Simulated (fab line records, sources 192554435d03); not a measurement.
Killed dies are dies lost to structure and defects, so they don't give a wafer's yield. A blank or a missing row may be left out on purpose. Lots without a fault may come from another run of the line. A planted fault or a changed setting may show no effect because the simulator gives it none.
Chamber matching | flow n5_finfet | N5_BEOL_M9_STRIP_67 on rie_diel-03: 4 sister chambers
The step strips in CF4. 7 wafers are shown with their chamber, then 9 later ones without.

WAFERS WITH THEIR CHAMBER
wafer  | chamber | drypump_motor_current_A (A) | throttle_valve_pct (%)
L076.5 | 0       | 6.0                         | 13.55
L078.5 | 2       | 5.0                         | 13.25
L078.6 | 0       | 6.1                         | 13.58
L080.4 | 2       | 5.0                         | 13.28
L083.2 | 3       | 5.7                         | 13.92
L083.5 | 1       | 6.3                         | 13.47
L083.6 | 3       | 5.7                         | 13.92

WAFERS WITHOUT THEIR CHAMBER
wafer  | drypump_motor_current_A (A) | throttle_valve_pct (%)
L085.1 | 5.1                         | 13.30
L085.3 | 6.3                         | 13.51
L085.4 | 5.1                         | 13.31
L087.1 | 6.0                         | 13.02
L087.4 | 6.3                         | 13.54
L087.5 | 6.0                         | 13.04
L090.2 | 5.0                         | 13.34
L090.4 | 6.3                         | 13.54
L090.5 | 6.3                         | 13.54

WHICH CHAMBER EACH WENT THROUGH
wafer  | from the rows above     | in truth
L085.1 | 2                       | 2
L085.3 | 1                       | 1
L085.4 | 2                       | 2
L087.1 | can't be placed: 1 or 2 | 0
L087.4 | 1                       | 1
L087.5 | can't be placed: 1 or 2 | 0
L090.2 | 2                       | 2
L090.4 | 1                       | 1
L090.5 | 1                       | 1
Placed correctly: 7 of 9. Can't be placed from these rows: 2 (the true chamber is among the candidates in 0). Placed wrongly: 0.
How it was worked out, from the rows above alone: a wafer's distance from a chamber is the root of the sum, over the readings, of the square of ((its reading less the chamber's mean) divided by the reading's scatter). The wafer belongs to the nearest chamber; if the next one is less than 2 further off, it can't be placed. A chamber's mean is the mean of its shown wafers. The scatter: the root of (the sum of the squares of (reading less its chamber's mean) over the shown wafers, divided by (wafers less chambers)).
